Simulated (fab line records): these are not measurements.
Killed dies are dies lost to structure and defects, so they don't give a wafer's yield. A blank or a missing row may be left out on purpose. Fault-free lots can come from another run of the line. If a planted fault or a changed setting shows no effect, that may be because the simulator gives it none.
Comparing a struck lot with a sound one + flow nandHarc + 39 steps out of a route of 1302
Sound: the wafers L809.4, L809.5, L809.6. Wafers struck: L803.2, L803.3, L803.4. The cause is given at the end.
At each step with rows: each side's tool, then ch and its chambers, then its first start. Under that, the readings that differ: sound wafers + struck wafers + difference of the means + sigmas: that difference in standard deviations of wafers without a fault.
alike: readings with means less than 2 such deviations apart, plus words and numbers identical on both sides. not compared: withheld readings, readings lacking a value on some wafer, bounds such as >300 that could conceal the same value, and numbers that have no deviation in the record and whose values overlap.
Wherever a step has rows on one side only, a row that says differs or no value, or a row with sigmas, the two part there. Numbers that have no deviation but don't overlap get no sigmas and don't part them. Lack of a reading on every wafer of one side parts them only where that side has two or more wafers.

first, 10 steps without rows for these wafers: NHARC_A_CHANNEL_HOLE_D2_DEP_00 (deposits aC, target thk 3100 nm); NHARC_A_CHANNEL_HOLE_D2_DEP_01 (deposits SiON, target thk 140 nm); NHARC_A_CHANNEL_HOLE_D2_DEHYDRATE_02 (time 120 s); NHARC_A_CHANNEL_HOLE_D2_HMDS_03 (time 30 s); NHARC_A_CHANNEL_HOLE_D2_COAT_36 (time 75 s); NHARC_A_CHANNEL_HOLE_D2_COAT_37 (time 65 s); NHARC_A_CHANNEL_HOLE_D2_COAT_04 (resist thk 90 nm); NHARC_A_CHANNEL_HOLE_D2_SOFTBAKE_05 (time 55 s); NHARC_A_CHANNEL_HOLE_D2_EBR_06; NHARC_A_CHANNEL_HOLE_D2_EXPOSE_07 (exposes mask HOLE D2, target cd 100 nm).
NHARC_A_CHANNEL_HOLE_D2_PEB_08: peb time 65 s.
  sound on lithoTrack-06 ch 0, day 21 23:14; struck on lithoTrack-04 ch 0, day 20 03:26
| reading               | sound             | struck            | difference | sigmas      |
|-----------------------|-------------------|-------------------|------------|-------------|
| heaterPowerTotalW (W) | 156.8 156.6 157.0 | 212.9 213.5 211.9 | +56.0      | +99 or more |
then, 1 step without rows for these wafers: NHARC_A_CHANNEL_HOLE_D2_DEVELOP_09 (develop time 35 s).
NHARC_A_CHANNEL_HOLE_D2_CD_MEAS_10: target cd 100 nm.
  sound on cdSem-03 ch 0, day 21 23:19; struck on cdSem-02 ch 0, day 20 03:31
| reading   | sound            | struck         | difference | sigmas |
|-----------|------------------|----------------|------------|--------|
| cdNm (nm) | 99.8 100.0 100.3 | 85.8 85.7 86.1 | -14.2      | -35    |
NHARC_A_CHANNEL_HOLE_D2_DESCUM_15: chemistry O2, time 3 s.
  sound on rieDiel-13 ch 0,2,3, day 21 23:31; struck on rieDiel-11 ch 0,2,3, day 20 03:42
| reading                           | sound           | struck            | difference | sigmas |
|-----------------------------------|-----------------|-------------------|------------|--------|
| model.A_CHANNEL_HOLE_D2.cdNm (nm) | 100 100.3 100.9 | 85.78 85.86 85.28 | -14.76     |        |
  alike: drypumpMotorCurrentA, oesProductAu, rfVppV, showerheadPlenumPTorr, throttleValvePct
  not compared: rfHoursCounterH
then, 4 steps without rows for these wafers: NHARC_A_CHANNEL_HOLE_D2_ETCH_38 (etches the open film in CF4, target depth 39 nm, time 65 s); NHARC_A_CHANNEL_HOLE_D2_ETCH_39 (etches the open film in N2/H2, target depth 260 nm, time 325 s); NHARC_A_CHANNEL_HOLE_D2_ETCH_34 (etches the open film in CF4/CHF3, target depth 154 nm, time 77 s); NHARC_A_CHANNEL_HOLE_D2_ETCH_16 (etches the open film in O2/COS, target depth 3100 nm, time 806 s).
NHARC_A_CHANNEL_HOLE_D2_CD_MEAS_18:
  sound: cdSem-03 at day 22 00:36; struck: cdSem-02 at day 20 04:48
| reading   | sound           | struck         | difference | sigmas |
|-----------|-----------------|----------------|------------|--------|
| cdNm (nm) | 99.2 99.3 101.7 | 86.7 87.7 85.7 | -13.4      | -8     |
then, 12 steps without rows for these wafers: NHARC_A_CHANNEL_HOLE_D2_ETCH_19 (etches the open film in C4F8/O2/Ar, time 34.5 s); NHARC_A_CHANNEL_HOLE_D2_ETCH_20 (etches the open film in C4F8/O2/Ar, time 361.9 s, target depth 1600 nm); NHARC_A_CHANNEL_HOLE_D2_ETCH_21 (etches the open film in C4F8/O2/Ar, time 514.3 s, target depth 1600 nm); NHARC_A_CHANNEL_HOLE_D2_ETCH_22 (etches the open film in C4F8/O2/Ar, time 666.7 s, target depth 1600 nm); NHARC_A_CHANNEL_HOLE_D2_ETCH_23 (etches the open film in C4F8/O2/Ar, time 819 s, target depth 1600 nm); NHARC_A_CHANNEL_HOLE_D2_ETCH_24 (etches the open film in C4F8/O2/Ar, time 906.2 s, target depth 1500 nm); NHARC_A_CHANNEL_HOLE_D2_ETCH_25 (etches the open film in C4F8/O2/Ar, time 1040.2 s, target depth 1500 nm); NHARC_A_CHANNEL_HOLE_D2_ETCH_26 (etches the open film in C4F8/O2/Ar, time 224.1 s, target depth 300 nm); NHARC_A_CHANNEL_HOLE_D2_ETCH_27 (etches the open film in C4F8/O2/Ar, time 90 s, target depth 400 nm); NHARC_A_CHANNEL_HOLE_D2_STRIP_41 (strips in N2/H2); NHARC_A_CHANNEL_HOLE_D2_STRIP_42 (strips in CF4/CHF3); NHARC_A_CHANNEL_HOLE_D2_STRIP_43 (strips in O2/COS).
NHARC_A_CHANNEL_HOLE_D2_ETCH_44: etches the open film in CF4/O2, target depth 140 nm, overetch 14 nm, time 77 s.
  sound on rieDiel-11 ch 1,2,3, day 22 05:32; struck on rieDiel-11 ch 1,2,3, day 20 10:05
| reading                           | sound             | struck            | difference | sigmas |
|-----------------------------------|-------------------|-------------------|------------|--------|
| model.A_CHANNEL_HOLE_D2.cdNm (nm) | 89.75 90.61 89.55 | 75.33 76.19 76.08 | -14.10     |        |
  alike: drypumpMotorCurrentA, oes_ar_750_au, oesProductAu, rfVppV, showerheadPlenumPTorr, throttleValvePct
  not compared: rfHoursCounterH
then, 3 steps without rows for these wafers: NHARC_A_CHANNEL_HOLE_D2_STRIP_28 (strips in O2); NHARC_A_CHANNEL_HOLE_D2_PRECLEAN_29 (cleans in SC1); NHARC_A_CHANNEL_HOLE_D2_SRD_30.
NHARC_A_CHANNEL_HOLE_D2_CD_MEAS_31:
  sound: cdSem-02 at day 22 06:19; struck: cdSem-01 at day 20 10:52
| reading   | sound          | struck         | difference | sigmas |
|-----------|----------------|----------------|------------|--------|
| cdNm (nm) | 89.8 91.0 89.9 | 75.1 76.6 76.1 | -14.3      | -15    |
NHARC_A_CHANNEL_HOLE_D2_XSEM_32:
  sound on xsem-01 ch 0, day 22 06:24; struck on xsem-01 ch 0, day 20 10:58
| reading      | sound          | struck         | difference | sigmas |
|--------------|----------------|----------------|------------|--------|
| botCdNm (nm) | 74.0 75.3 74.8 | 59.5 60.4 60.2 | -14.7      | -15    |
  alike: bowNm, tiltDeg
-- the record jumps here: 11 days lie between the struck wafers' starts before and after (it left off in module A_CHANNEL_HOLE_D2 and takes up again in module END, whose first step shown is number 1301 of the route) --
NHARC_END_WLT_00:
  sound: prober-02 at day 33 10:35; struck: prober-01 at day 30 23:11
| reading                           | sound             | struck            | difference | sigmas |
|-----------------------------------|-------------------|-------------------|------------|--------|
| VT_DECK2_BOTTOM                   | 0.876 0.871 0.873 | 0.821 0.820 0.813 | -0.055     | -8     |
| VT_DECK2_BOTTOM_INNER             | 0.879 0.867 0.872 | 0.820 0.821 0.823 | -0.051     | -8     |
| VT_DECK2_MEDIAN_NEAR_BOTTOM       | 0.875 0.875 0.876 | 0.815 0.828 0.820 | -0.054     | -7     |
| VT_DECK2_MEDIAN_NEAR_BOTTOM_INNER | 0.875 0.878 0.876 | 0.823 0.822 0.820 | -0.055     | -8     |
| VT_DECK2_MIDDLE                   | 0.885 0.894 0.879 | 0.839 0.838 0.831 | -0.050     | -7     |
| VT_DECK2_MIDDLE_INNER             | 0.889 0.886 0.887 | 0.833 0.841 0.842 | -0.049     | -7     |
| VT_DECK2_TOP                      | 0.897 0.893 0.899 | 0.859 0.866 0.857 | -0.036     | -5     |
| VT_DECK2_TOP_INNER                | 0.896 0.910 0.909 | 0.849 0.861 0.853 | -0.051     | -6     |
  alike: VT_DECK1_BOTTOM, VT_DECK1_BOTTOM_INNER, VT_DECK1_MEDIAN_NEAR_BOTTOM, VT_DECK1_MEDIAN_NEAR_BOTTOM_INNER, VT_DECK1_MIDDLE, VT_DECK1_MIDDLE_INNER, VT_DECK1_TOP, VT_DECK1_TOP_INNER
NHARC_END_SORT_01:
  the record has rows for the struck wafers here (prober-01 ch 0, day 31 02:31) and none for the sound ones

WHERE THEY PART
At NHARC_A_CHANNEL_HOLE_D2_PEB_08 first; at NHARC_END_SORT_01 last (within this record only).

WHY: the cause the simulator had injected
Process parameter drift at NHARC_A_CHANNEL_HOLE_D2_PEB_08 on lithoTrack-04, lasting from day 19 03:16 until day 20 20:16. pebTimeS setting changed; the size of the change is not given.
